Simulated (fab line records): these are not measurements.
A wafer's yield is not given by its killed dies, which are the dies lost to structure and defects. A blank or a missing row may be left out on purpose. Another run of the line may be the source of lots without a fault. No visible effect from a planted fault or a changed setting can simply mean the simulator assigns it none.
fab line records	flow n5_finfet
[record] lots = 6	wafers = 18	last_day = 17
route steps=1938 shown HKMG_FIN@390 BEOL_M4@1111 PASSIVATION@1936
lots untouched by any fault: they come from a run of this same line in which no faults occurred
start_h: the number of hours between the record's first day and the start of the first shown wafer of the lot	wait_h: hours since the lot's step before	" same as the row above	L1.1+2: several wafers, shown together as one row	- no value present, or no start provided	* or withheld: withheld	< > ~ a bound
route shown NAME@n: a module of which the file shows steps, and the number in the route of the first	usual: mean/standard deviation of fault-free wafers	same: alike in all rows	chamber/n: place in a boat	sites: the reading at each site	_std_site: standard deviation of those values	_edge_site: inner sites' mean taken away from outer sites' mean	radius_mm: for every site, how far away it sits from the centre of the wafer	mask NAME#n: copy n	behind: tool/chamber where the wafer was last shaped	hold: the reason the lot was held/the length of the hold in hours/how it ended	device: the transistor (n, p or np) that didn't switch	end of line: at the end of the route, the tests of the same wafers	for a step that has no rows: nothing shown but its recipe	killed: dies that structure and defects cost at the first sort, which is not the same as the wafer's yield	map: shows each die of a wafer: x if killed, . if not, _ if none is there
set.NAME: the setting the step ran with; set.NAME@STEP: the setting that earlier step ran with	model.NAME: the simulator's own value behind a step, which no gauge read
lots at selected steps of the route; one table per step, one row per wafer
services: a tool's chamber out of use, with start hour (start_h, from the record's first day; less than 0 if before it), hours out, and reason
[[steps]]
[step N5_HKMG_FIN_COAT_41]
[recipe] resist = SOC	temp_c = 250	time_s = 60	spin_rpm = 1500	resist_thk_nm = 300
[step N5_HKMG_FIN_COAT_42]
[recipe] resist = SiARC	temp_c = 220	time_s = 60	spin_rpm = 1500	resist_thk_nm = 35
[step N5_HKMG_FIN_COAT_43]
[recipe] resist = CAR-ArF	spin_rpm = 1500	resist_thk_nm = 90
[step N5_HKMG_FIN_EBR_45]
[recipe] solvent = PGMEA	ebr_width_mm = 1.5
[step N5_HKMG_FIN_SOFTBAKE_44]
[recipe] temp_c = 110	time_s = 60	resist = CAR-ArF
[step N5_HKMG_FIN_EXPOSE_46]
[recipe] mask_id = NDIPOLE	na = 1.35	source_shape = conventional	sigma_outer = 0.8	polarization = unpolarized	dose_mj = 40
[step N5_HKMG_FIN_PEB_47]
[recipe] peb_temp_c = withheld	peb_time_s = 60	resist = CAR-ArF
[step N5_HKMG_FIN_DEVELOP_48]
[recipe] develop_time_s = 30	developer = TMAH	resist = CAR-ArF	rinse_liquid = diw	dry = air_spin	dev_temp_c = 23
[step N5_HKMG_FIN_CD_MEAS_49]
[recipe] target_cd_nm = 202	landing_energy_ev = 500	detector = se_inlens	polarity = opening
[usual] cd_nm = 201.7/0.59
lot.wafer	tool	chamber	start_h	wait_h	cd_nm
L763.3	cd_sem-01	0	110.90	-	202.2
L763.5	"	0	"	"	201.6
L763.6	"	0	"	"	200.9
L764.2	cd_sem-02	0	116.91	-	201.7
L764.4	"	0	"	"	201.4
L764.5	"	0	"	"	200.8
L771.1	cd_sem-03	0	159.03	-	201.5
L771.3	"	0	"	"	201.9
L771.6	"	0	"	"	202.6
L772.2	cd_sem-01	0	163.75	-	201.0
L772.3	"	0	"	"	200.9
L772.4	"	0	"	"	201.2
L774.1	cd_sem-03	0	176.43	-	200.7
L774.4	"	0	"	"	200.7
L774.5	"	0	"	"	201.5
L775.2	cd_sem-01	0	181.18	-	200.8
L775.5	"	0	"	"	202.0
L775.6	"	0	"	"	201.6
[step N5_HKMG_FIN_OVL_MEAS_50]
[recipe] points_per_wafer = 44
[usual] NDIPOLE_OVL = 0.3/0.97
lot.wafer	tool	chamber	start_h	wait_h	NDIPOLE_OVL[nm]
L763.3	overlay-02	0	110.93	0.0	1.7
L763.5	"	0	"	"	0.4
L763.6	"	0	"	"	-0.5
L764.2	overlay-01	0	116.94	0.0	0.7
L764.4	"	0	"	"	0.4
L764.5	"	0	"	"	-1.0
L771.1	overlay-01	0	159.06	0.0	-0.1
L771.3	"	0	"	"	1.0
L771.6	"	0	"	"	1.6
L772.2	overlay-02	0	163.78	0.0	1.3
L772.3	"	0	"	"	0.3
L772.4	"	0	"	"	1.6
L774.1	overlay-01	0	176.46	0.0	1.4
L774.4	"	0	"	"	-0.5
L774.5	"	0	"	"	0.5
L775.2	overlay-02	0	181.21	0.0	-0.6
L775.5	"	0	"	"	0.5
L775.6	"	0	"	"	0.2
[step N5_HKMG_FIN_INSPECT_61]
[recipe] mode = adi	inspect_instrument = macro
[usual] raw_defect_count = 2.1/1.5
lot.wafer	tool	chamber	start_h	wait_h	raw_defect_count
L763.3	defect_inspect-02	-	110.95	0.0	3
L763.5	"	-	"	"	1
L763.6	"	-	"	"	2
L764.2	defect_inspect-02	-	116.97	0.0	1
L764.4	"	-	"	"	2
L764.5	"	-	"	"	1
L771.1	defect_inspect-02	-	159.08	0.0	1
L771.3	"	-	"	"	3
L771.6	"	-	"	"	3
L772.2	defect_inspect-02	-	163.80	0.0	0
L772.3	"	-	"	"	1
L772.4	"	-	"	"	4
L774.1	defect_inspect-02	-	176.48	0.0	0
L774.4	"	-	"	"	0
L774.5	"	-	"	"	1
L775.2	defect_inspect-01	-	181.24	0.0	3
L775.5	"	-	"	"	2
L775.6	"	-	"	"	2
[step N5_HKMG_FIN_DESCUM_53]
[recipe] chemistry = O2	time_s = 7.9	source_power_w = 50	bias_power_w = 20	pressure_mtorr = 20	rf_frequency_hz = 2.712e+07	temp_c = 40	resist = CAR-ArF	o2_flow_sccm = 225
[usual] bias_power_w = 20.00/0.066	chamber_pressure_mTorr = 19.999/0.02	drypump_motor_current_A = 5.8/0.36	oes_product_au = 0.79/0.1	rf_vpp_V = 242.8/1.7	showerhead_plenum_p_Torr = 2.07/0.093	throttle_valve_pct = 20.45/0.23
lot.wafer	tool	chamber	start_h	wait_h	bias_power_w	chamber_pressure_mTorr	drypump_motor_current_A	oes_product_au	rf_hours_counter_h	rf_vpp_V	showerhead_plenum_p_Torr	throttle_valve_pct
L763.3	rie_diel-05	0	110.99	0.0	19.91	20.009	5.3	0.73	211	242.4	1.99	20.96
L763.5	"	3	"	"	20.08	19.986	5.8	0.69	-	241.4	1.97	20.39
L763.6	"	2	"	"	20.02	19.975	5.4	0.69	-	240.9	1.98	20.58
L764.2	rie_diel-06	2	117.00	0.0	19.96	19.993	6.3	0.70	225	242.9	2.07	20.57
L764.4	"	0	"	"	19.97	19.999	5.8	0.84	72	242.9	2.03	20.25
L764.5	"	1	"	"	20.04	20.021	5.4	1.00	-	245.8	2.23	20.17
L771.1	rie_diel-06	0	160.41	1.3	20.04	20.010	5.8	0.83	94	243.2	2.03	20.29
L771.3	"	3	"	"	20.06	19.971	6.4	0.96	4	242.9	2.06	20.21
L771.6	"	0	"	"	20.03	19.994	5.8	0.82	-	242.4	2.03	20.29
L772.2	rie_diel-06	0	165.01	1.2	20.05	19.997	5.8	0.81	98	240.4	2.03	20.30
L772.3	"	3	"	"	20.06	19.988	6.5	0.94	8	241.9	2.06	20.21
L772.4	"	1	"	"	19.83	20.024	5.4	0.90	-	245.9	2.22	20.22
L774.1	rie_diel-03	0	176.52	0.0	19.89	20.009	5.5	0.70	225	242.9	2.07	20.41
L774.4	"	1	"	"	20.00	20.019	5.9	0.95	9	243.4	2.14	20.59
L774.5	"	3	"	"	20.09	20.023	6.2	0.77	-	244.4	2.19	20.62
L775.2	rie_diel-05	1	181.27	0.0	20.01	19.999	5.9	0.69	195	241.4	1.99	20.09
L775.5	"	3	"	"	19.96	20.018	5.8	0.69	-	240.9	1.97	20.41
L775.6	"	0	"	"	20.05	20.020	5.3	0.72	-	241.8	1.99	20.96
[step N5_HKMG_FIN_ETCH_54]
[recipe] chemistry = CF4	target = SiARC	target_depth_a = 455	mask_material = CAR-ArF	time_s = 75.8	ion_energy_ev = 80	pressure_mtorr = 40	source_w = 545	bias_w = 36	Ar_flow_sccm = 100	cf4_flow_sccm = 100	ends = cleared
[usual] chamber_pressure_mTorr = 40.00/0.038	drypump_motor_current_A = 5.8/0.35	etch_rf_on_time_s = 75.5/1.1	oes_product_au = 0.68/0.086	rf_vpp_V = 183.7/1.4	showerhead_plenum_p_Torr = 2.12/0.091	throttle_valve_pct = 15.64/0.24
lot.wafer	tool	chamber	start_h	wait_h	chamber_pressure_mTorr	drypump_motor_current_A	etch_rf_on_time_s	oes_product_au	rf_hours_counter_h	rf_vpp_V	showerhead_plenum_p_Torr	throttle_valve_pct
L763.3	rie_diel-05	0	111.02	0.0	40.02	5.3	75.9	0.62	211	182.6	2.04	16.11
L763.5	"	3	"	"	39.98	5.8	77.5	0.58	-	182.7	2.03	15.67
L763.6	"	2	"	"	40.01	5.4	75.9	0.59	-	182.3	2.03	15.80
L764.2	rie_diel-06	2	117.04	0.0	40.03	6.3	75.4	0.60	225	184.7	2.11	15.74
L764.4	"	1	"	"	40.02	5.4	73.2	0.85	-	186.2	2.27	15.32
L764.5	"	2	"	"	40.10	6.3	75.1	0.60	-	183.3	2.11	15.75
L771.1	rie_diel-06	0	160.44	0.0	40.00	5.8	89.6	0.64	94	182.1	2.08	15.47
L771.3	"	3	"	"	39.99	6.4	89.8	0.75	4	182.7	2.11	15.30
L771.6	"	0	"	"	39.98	5.8	90.4	0.65	-	183.8	2.08	15.46
L772.2	rie_diel-06	0	165.05	0.0	39.97	5.8	90.5	0.64	98	182.8	2.07	15.48
L772.3	"	3	"	"	40.02	6.5	90.7	0.73	8	184.9	2.11	15.33
L772.4	"	1	"	"	40.02	5.4	87.6	0.70	-	185.0	2.26	15.40
L774.1	rie_diel-03	0	176.55	0.0	40.03	5.6	76.2	0.59	225	182.7	2.12	15.60
L774.4	"	1	"	"	40.00	5.9	74.3	0.81	9	185.5	2.19	15.71
L774.5	"	3	"	"	39.97	6.1	75.1	0.66	-	185.2	2.24	15.87
L775.2	rie_diel-05	1	181.31	0.0	40.03	5.9	76.3	0.60	195	181.3	2.04	15.36
L775.5	"	3	"	"	39.96	5.7	76.8	0.59	-	185.8	2.02	15.69
L775.6	"	0	"	"	40.03	5.3	74.9	0.62	-	181.5	2.04	16.12
[step N5_HKMG_FIN_ETCH_55]
[recipe] chemistry = N2/H2	target = SOC	target_depth_a = 2400	temp_c = 40	time_s = 300	ion_energy_ev = 200	mask_material = SiARC	pressure_mtorr = 30	source_w = 840	bias_w = 150	n2_flow_sccm = 200	h2_flow_sccm = 200
[usual] chamber_pressure_mTorr = 29.999/0.026	drypump_motor_current_A = 5.8/0.35	oes_product_au = 0.79/0.1	rf_vpp_V = 523/3.3	showerhead_plenum_p_Torr = 2.52/0.11	throttle_valve_pct = 17.89/0.24
lot.wafer	tool	chamber	start_h	wait_h	chamber_pressure_mTorr	drypump_motor_current_A	oes_product_au	rf_hours_counter_h	rf_vpp_V	showerhead_plenum_p_Torr	throttle_valve_pct
L763.3	rie_diel-05	0	111.08	0.0	30.014	5.3	0.72	211	519	2.41	18.38
L763.5	"	3	"	"	30.018	5.8	0.69	-	519	2.40	17.82
L763.6	"	2	"	"	29.975	5.4	0.70	-	521	2.39	17.94
L764.2	rie_diel-06	2	117.09	0.0	29.989	6.3	0.71	225	522	2.52	18.00
L764.4	"	1	"	"	29.935	5.4	0.99	-	529	2.72	17.73
L764.5	"	2	"	"	30.008	6.3	0.70	-	524	2.52	18.02
L771.1	rie_diel-06	0	160.50	0.0	30.031	5.8	0.82	94	521	2.46	17.67
L771.3	"	3	"	"	29.955	6.5	0.95	4	523	2.51	17.65
L771.6	"	0	"	"	30.006	5.8	0.81	-	522	2.46	17.69
L772.2	rie_diel-06	0	165.10	0.0	30.027	5.8	0.82	98	522	2.46	17.69
L772.3	"	3	"	"	29.997	6.5	0.93	8	523	2.51	17.65
L772.4	"	1	"	"	30.024	5.4	0.91	-	528	2.70	17.79
L774.1	rie_diel-03	0	176.61	0.0	29.988	5.6	0.71	225	523	2.51	17.78
L774.4	"	1	"	"	29.996	5.9	0.96	9	526	2.61	18.08
L774.5	"	3	"	"	30.014	6.2	0.78	-	526	2.67	18.02
L775.2	rie_diel-05	1	181.36	0.0	29.992	5.9	0.70	195	520	2.42	17.53
L775.5	"	3	"	"	29.970	5.9	0.68	-	519	2.40	17.81
L775.6	"	0	"	"	29.988	5.3	0.72	-	520	2.41	18.37
[step N5_BEOL_M4_RC_MEAS_101]
[usual] DIBL_N = 35.9/1.3	DIBL_P = 36.3/1.5	IOFF_N = 0.153/0.023	IOFF_P = 0.208/0.028	ION_N = 672/9.7	ION_P = 462/6.6	SS_N = 71.5/0.53	SS_P = 73.3/0.59	VT_N = 250.4/2.7	VT_P = -250.5/3
lot.wafer	tool	chamber	start_h	wait_h	DIBL_N[mV/V]	DIBL_P[mV/V]	IOFF_N[nA/um]	IOFF_P[nA/um]	ION_N[uA/um]	ION_P[uA/um]	SS_N[mV/dec]	SS_P[mV/dec]	VT_N[mV]	VT_P[mV]
L763.3	prober-01	0	223.31	0.3	36.6	35.9	0.155	0.214	669	459	72.1	73.2	248.1	-249.8
L763.5	"	0	"	"	36.7	36.9	0.171	0.230	677	467	72.6	73.8	249.9	-249.7
L763.6	"	0	"	"	36.9	37.0	0.174	0.235	682	472	71.8	73.8	248.4	-250.1
L764.2	prober-01	0	225.30	0.2	38.7	39.2	0.197	0.247	676	467	71.8	74.2	247.3	-248.5
L764.4	"	0	"	"	39.8	40.6	0.211	0.274	678	466	72.0	74.5	245.7	-245.5
L764.5	"	0	"	"	38.5	39.1	0.194	0.235	683	463	72.7	74.1	246.5	-250.0
L771.1	prober-02	0	268.47	0.0	36.7	38.0	0.191	0.263	675	471	72.1	73.4	244.6	-242.8
L771.3	"	0	"	"	36.0	36.3	0.167	0.226	677	466	72.0	72.5	249.2	-247.6
L771.6	"	0	"	"	35.8	36.3	0.155	0.229	663	459	71.7	72.9	249.6	-249.3
L772.2	prober-02	0	276.27	0.2	36.3	36.3	0.167	0.245	689	480	71.3	73.3	248.7	-247.3
L772.3	"	0	"	"	34.6	34.8	0.129	0.215	662	463	71.8	72.8	251.9	-249.6
L772.4	"	0	"	"	35.9	36.6	0.156	0.246	663	469	71.3	73.8	249.9	-246.9
L774.1	prober-01	0	279.17	0.0	34.6	35.3	0.133	0.164	673	463	70.6	73.9	252.9	-254.5
L774.4	"	0	"	"	35.7	37.3	0.153	0.196	662	456	71.6	73.7	249.3	-252.0
L774.5	"	0	"	"	35.0	36.5	0.142	0.182	683	465	70.8	73.4	250.0	-256.8
L775.2	prober-02	0	305.00	0.2	33.9	33.1	0.117	0.160	660	458	70.7	73.6	254.5	-253.8
L775.5	"	0	"	"	37.0	37.2	0.179	0.223	677	467	71.1	73.5	246.0	-249.7
L775.6	"	0	"	"	36.4	36.3	0.162	0.204	674	457	71.5	73.4	249.2	-250.0
[step N5_PASSIVATION_PROBE_49]
[usual] defect_limited_yield = 91.1/1.5	killed_at_M0_to_M3 = 35/9.5	killed_at_M4_up = 13/5.2	killed_at_contacts = 12/6.1	killed_at_front_end = 41/14	killed_at_other = 3.8/2.9	killed_dies = 105/17	killed_open = 70/13	killed_short = 33/8.4	sort_bin_5_function = 5.1/0.97	sort_bin_6_memory = 3.4/0.69	sort_n_pass = 1075/17	sort_yield_pct = 91.1/1.5
[same] gross_dies = 1180	killed_at_back_side = 0	sort_bin_4_leakage[%] = 0	sort_bin_8_speed[%] = 0
lot.wafer	tool	chamber	start_h	wait_h	defect_limited_yield[%]	killed_at_M0_to_M3	killed_at_M4_up	killed_at_contacts	killed_at_front_end	killed_at_other	killed_dies	killed_open	killed_short	sort_bin_5_function[%]	sort_bin_6_memory[%]	sort_n_pass	sort_yield_pct[%]
L763.3	prober-01	-	333.61	0.1	92.0	22	16	14	39	3	94	58	36	5.1	2.7	1086	92.0
L763.5	prober-01	-	333.71	0.2	91.5	33	6	19	39	3	100	65	35	4.9	3.1	1080	91.5
L763.6	prober-01	-	333.76	0.3	92.3	29	10	10	40	2	91	58	33	4.0	3.4	1089	92.3
// killed by level:class
L763.3 MOL_CONTACT_COAG:geometric_particle:open=11 STI_FIN_REVEAL:geometric_particle:open=10 GATE_CUT:geometric_particle:short=8 BEOL_M1:geometric_particle:open=7 BEOL_M0_SAQP:geometric_particle:short=5 FIN_SAQP:geometric_particle:short=4 STI_FIN_REVEAL:geometric_particle:short=4 BEOL_M3:geometric_particle:open=4
L763.5 MOL_CONTACT_COAG:geometric_particle:open=13 FIN_SAQP:geometric_particle:open=11 FIN_SAQP:geometric_particle:short=9 BEOL_M2:geometric_particle:open=8 GATE_CUT:geometric_particle:open=6 MOL_CONTACT_COAG:geometric_particle:short=6 BEOL_M1:geometric_particle:open=6 BEOL_M3:geometric_particle:open=6
L763.6 FIN_SAQP:geometric_particle:open=13 MOL_CONTACT_COAG:geometric_particle:open=9 BEOL_M0_SAQP:geometric_particle:short=7 BEOL_M3:geometric_particle:open=7 FIN_SAQP:geometric_particle:short=5 BEOL_M1:geometric_particle:open=5 BEOL_M4:geometric_particle:open=5 GATE_CUT:geometric_particle:open=4
[[services]]
tool	chamber	start_h	hours	kind
rie_diel-06	1	87.45	-	clean
rie_diel-06	1	87.45	-	consumable_replace:focus_ring
rie_diel-06	1	87.45	-	consumable_replace:showerhead
rie_diel-06	1	87.45	24.6	scheduled_down
rie_diel-06	1	87.45	24.6	vent_cycle
rie_diel-05	2	111.77	-	clean
rie_diel-05	2	111.77	-	consumable_replace:focus_ring
rie_diel-05	2	111.77	-	consumable_replace:showerhead
rie_diel-05	2	111.77	13.0	scheduled_down
rie_diel-05	2	111.77	13.0	vent_cycle
rie_diel-05	-	117.79	14.6	pm
rie_diel-06	0	131.83	6.3	repair
rie_diel-03	1	141.03	-	clean
rie_diel-06	3	142.93	-	clean
rie_diel-06	3	142.93	-	consumable_replace:focus_ring
rie_diel-06	3	142.93	10.0	scheduled_down
rie_diel-06	3	142.93	10.0	vent_cycle
rie_diel-05	-	143.02	12.1	repair
rie_diel-06	2	158.69	-	clean
rie_diel-06	2	158.69	-	consumable_replace:focus_ring
rie_diel-06	2	158.69	12.5	scheduled_down
rie_diel-06	2	158.69	12.5	vent_cycle
rie_diel-03	0	160.20	1.9	repair
rie_diel-05	2	178.77	4.2	repair
[[key]]
[first_sign] step = N5_HKMG_FIN_ETCH_54	reading = etch_rf_on_time_s	direction = up	sigmas = 12	usual = *	struck = *
effect none on later readings
met_at N5_HKMG_FIN_ETCH_54
struck_wafers L771.1,L771.3,L771.6,L772.2,L772.3,L772.4
onset_between 117.04 160.44
[fault] kind = process_parameter_drift	tool = rie_diel-06	chamber = -	onset_h = 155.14	steps = N5_HKMG_FIN_ETCH_54	channel = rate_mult	offset = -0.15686	shape = step	end_h = 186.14
